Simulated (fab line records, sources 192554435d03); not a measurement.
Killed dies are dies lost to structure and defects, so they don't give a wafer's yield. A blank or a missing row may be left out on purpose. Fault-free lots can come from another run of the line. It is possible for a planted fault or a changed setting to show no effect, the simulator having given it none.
Which of the tools did it? + flow n5-finfet + 36 wafers from 12 lots sampled at 5 of the route's 1938 steps

WHAT EACH GAUGE READ, for each wafer
N5_BEOL_M1_INSPECT_59: inspects for defects (darkfield).
| lot  | measured     | on                | raw-defect-count |
|------|--------------|-------------------|------------------|
| L075 | day 6 17:29  | defect-inspect-02 | 82 44 88         |
| L077 | day 7 07:04  | defect-inspect-02 | 49 79 65         |
| L078 | day 7 19:58  | defect-inspect-02 | 59 76 80         |
| L081 | day 8 06:51  | defect-inspect-01 | 60 67 63         |
| L083 | day 9 03:10  | defect-inspect-02 | 87 65 126        |
| L085 | day 9 16:32  | defect-inspect-02 | 54 42 75         |
| L087 | day 10 00:41 | defect-inspect-02 | 106 139 70       |
| L090 | day 10 11:36 | defect-inspect-01 | 51 53 55         |
| L091 | day 10 19:58 | defect-inspect-01 | 58 41 50         |
| L094 | day 11 11:29 | defect-inspect-02 | 46 79 42         |
| L095 | day 12 06:28 | defect-inspect-01 | 38 61 63         |
| L097 | day 12 09:50 | defect-inspect-02 | 47 59 55         |

TOOL THAT RAN EACH LOT (tool first, then ch and the chambers of the sampled wafers, then the start)
| lot  | N5_BEOL_M1_SPUTTER_88        | N5_BEOL_M1_ANNEAL_93         | N5_BEOL_M1_ANNEAL_95         | N5_BEOL_M1_SPUTTER_96        |
|------|------------------------------|------------------------------|------------------------------|------------------------------|
| L075 | pvd-sputter-01, day 6 15:04  | pvd-sputter-01, day 6 15:35  | pvd-sputter-01, day 6 15:49  | pvd-sputter-01, day 6 15:57  |
| L077 | pvd-sputter-02, day 7 05:06  | pvd-sputter-02, day 7 05:37  | pvd-sputter-02, day 7 05:50  | pvd-sputter-02, day 7 05:59  |
| L078 | pvd-sputter-01, day 7 18:00  | pvd-sputter-01, day 7 18:31  | pvd-sputter-01, day 7 18:44  | pvd-sputter-01, day 7 18:53  |
| L081 | pvd-sputter-02, day 8 04:49  | pvd-sputter-02, day 8 05:20  | pvd-sputter-02, day 8 05:33  | pvd-sputter-02, day 8 05:41  |
| L083 | pvd-sputter-03, day 9 01:12  | pvd-sputter-03, day 9 01:43  | pvd-sputter-03, day 9 01:56  | pvd-sputter-03, day 9 02:05  |
| L085 | pvd-sputter-03, day 9 14:35  | pvd-sputter-03, day 9 15:06  | pvd-sputter-03, day 9 15:19  | pvd-sputter-03, day 9 15:28  |
| L087 | pvd-sputter-01, day 9 22:42  | pvd-sputter-01, day 9 23:13  | pvd-sputter-01, day 9 23:26  | pvd-sputter-01, day 9 23:35  |
| L090 | pvd-sputter-01, day 10 09:35 | pvd-sputter-01, day 10 10:07 | pvd-sputter-01, day 10 10:20 | pvd-sputter-01, day 10 10:28 |
| L091 | pvd-sputter-03, day 10 18:01 | pvd-sputter-03, day 10 18:32 | pvd-sputter-03, day 10 18:45 | pvd-sputter-03, day 10 18:53 |
| L094 | pvd-sputter-01, day 11 09:25 | pvd-sputter-01, day 11 09:56 | pvd-sputter-01, day 11 10:09 | pvd-sputter-01, day 11 10:17 |
| L095 | pvd-sputter-03, day 12 04:22 | pvd-sputter-03, day 12 04:53 | pvd-sputter-03, day 12 05:06 | pvd-sputter-03, day 12 05:14 |
| L097 | pvd-sputter-03, day 12 07:30 | pvd-sputter-03, day 12 08:01 | pvd-sputter-03, day 12 08:14 | pvd-sputter-03, day 12 08:23 |
- N5_BEOL_M1_SPUTTER_88: material Cu, target thk 4.5 nm, time 8.29 s.
- N5_BEOL_M1_ANNEAL_93: time 240 s.
- N5_BEOL_M1_ANNEAL_95: time 240 s.
- N5_BEOL_M1_SPUTTER_96: material Cu, target thk 4.5 nm, time 8.29 s.

THE ANSWER, worked out from the rows above alone
Rule: usual is defined by the lots themselves. The widest of any qualifying gaps counts: lots, ordered by their means at a reading, are off when they make up no more than a third of the lots, leave a main group of 4 or more, and stand apart from it by 3 or more times the standard deviation of that group's means. A main group whose means are all the same, to the digits that the tables above print for the reading, isn't used. A lot without any number at a reading at which 4 lots or more have one is off too. Any other lot the step has rows for is counted as sound.
No lot is off on any of the readings shown, so nothing can be concluded from this.

WHAT HAD BEEN PUT IN BY THE SIMULATOR
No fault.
